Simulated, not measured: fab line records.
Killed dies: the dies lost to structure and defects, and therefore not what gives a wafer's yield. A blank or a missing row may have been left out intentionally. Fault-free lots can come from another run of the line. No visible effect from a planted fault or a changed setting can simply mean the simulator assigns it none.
Split-lot trial | flow n5Finfet | on a route of 1938 steps: 7 lots, 21 wafers read

## THE SPLIT ITSELF
At N5_BEOL_M2_DESCUM_16 (chemistry O2, time 7 s), the setting timeS was moved away from the recipe's 7 s on 10 of the 21 wafers read, by -19.4% to +8.6%. All remaining wafers had this setting at the recipe value.

The split's own step is where the reading is taken.

## THE READING
CAR-EUV_of_BEOL_M2_COAT_05.thkNm (the simulator's own value, which no gauge read), in nm, at N5_BEOL_M2_DESCUM_16 (chemistry O2, time 7 s). The file does not state a usual value for it. Across the 11 wafers here that went through the recipe, the average is 26.1 nm and the standard deviation 0.13 nm.

wafer  | tool, chamber at the split | timeS as run, s | against the recipe | CAR-EUV_of_BEOL_M2_COAT_05.thkNm, nm | against lot-mates on the recipe
L076.1 | rieDiel-06, 2,0            | 7.519           | +7.4%              | 25.8                                 | no lot-mate on the recipe
L076.5 | rieDiel-06, 2,0            | 7.519           | +7.4%              | 25.8                                 | no lot-mate on the recipe
L076.6 | rieDiel-06, 3              | 7.519           | +7.4%              | 26                                   | no lot-mate on the recipe
L078.1 | rieDiel-03, 3,2            | 5.687           | -18.8%             | 26.6                                 | +0.6
L078.4 | rieDiel-03, 3,2            | 5.687           | -18.8%             | 26.6                                 | +0.6
L078.2 | rieDiel-03, 2              | 7               | recipe             | 26                                   | -
L080.1 | rieDiel-05, 2,0            | 7               | recipe             | 26                                   | -
L080.2 | rieDiel-05, 2,0            | 7               | recipe             | 26                                   | -
L080.5 | rieDiel-05, 1              | 5.93            | -15.3%             | 26.6                                 | +0.6
L084.2 | rieDiel-06, 2,1            | 7               | recipe             | 26.2                                 | -
L084.3 | rieDiel-06, 2,1            | 7               | recipe             | 26.2                                 | -
L084.6 | rieDiel-06, 1              | 7               | recipe             | 26.4                                 | -
L090.1 | rieDiel-03, 1              | 7               | recipe             | 26                                   | -
L090.3 | rieDiel-03, 3,2            | 7.601           | +8.6%              | 25.8                                 | -0.2
L090.5 | rieDiel-03, 3,2            | 7.601           | +8.6%              | 25.8                                 | -0.2
L093.1 | rieDiel-03, 2,1            | 5.641           | -19.4%             | 26.8                                 | +0.6
L093.3 | rieDiel-03, 2,1            | 5.641           | -19.4%             | 26.8                                 | +0.6
L093.4 | rieDiel-03, 3              | 7               | recipe             | 26.2                                 | -
L095.1 | rieDiel-06, 2,3            | 7               | recipe             | 26.2                                 | -
L095.3 | rieDiel-06, 2,3            | 7               | recipe             | 26.2                                 | -
L095.6 | rieDiel-06, 0              | 7               | recipe             | 26                                   | -
Rows listing several chambers each stand for several wafers; the file does not say which wafer went through which chamber.

FIT RESULTS
A straight line over all 21 wafers: CAR-EUV_of_BEOL_M2_COAT_05.thkNm changes by -0.0316 nm for each +1% of timeS; r = -0.94; the points scatter about the line by 0.11 nm.
The same after taking each lot's own level away (the mean of its wafers on the recipe; 18 wafers): -0.0311 nm for each +1%; r = -0.98; scatter 0.068 nm.
The reading moves by 0.6 nm for the largest change in timeS, on that fit.
Measured against the standard deviation above, the lots' own levels, which go from 26.00 to 26.27 nm, span 2.1 times it.
The two slopes are in agreement: the lot-to-lot level therefore moves the slope only a little.
Check: with one of the wafers moved furthest among these (-19.4%) left out of the fit, the line predicts +0.625 nm for it against its lot-mates. It came out at +0.6 nm against them.

## THESE WAFERS: OTHER SPLITS
Note: prior to the reading, these wafers also went through further splits. Each is held against what the fit with the lots' levels taken away leaves over:
other split on the same wafers        | wafers away from the commonest value | r with CAR-EUV_of_BEOL_M2_COAT_05.thkNm (lot level and that fit taken away)
N5_SDB_COAT_03 spinRpm                | 10                                   | +0.20
N5_HKMG_FIN_ETCH_54 sourceW           | 6                                    | +0.09
N5_HKMG_FIN_COAT_30 spinRpm           | 4                                    | +0.42
N5_MOL_CONTACT_COAG_ETCH_105 biasW    | 11                                   | -0.07
N5_MOL_CONTACT_COAG_ALD_133 aldCycles | 9                                    | -0.37
N5_BEOL_M0_DEP_125 timeS              | 7                                    | -0.35
N5_BEOL_M1_ILD_DEP_00 timeS           | 7                                    | -0.01
N5_BEOL_M2_COAT_62 spinRpm            | 9                                    | -0.02

## THE FILE'S OWN FIT
CAR-EUV_of_BEOL_M2_COAT_05.thkNm changes by -0.0326 nm for each +1% of timeS, r = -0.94.
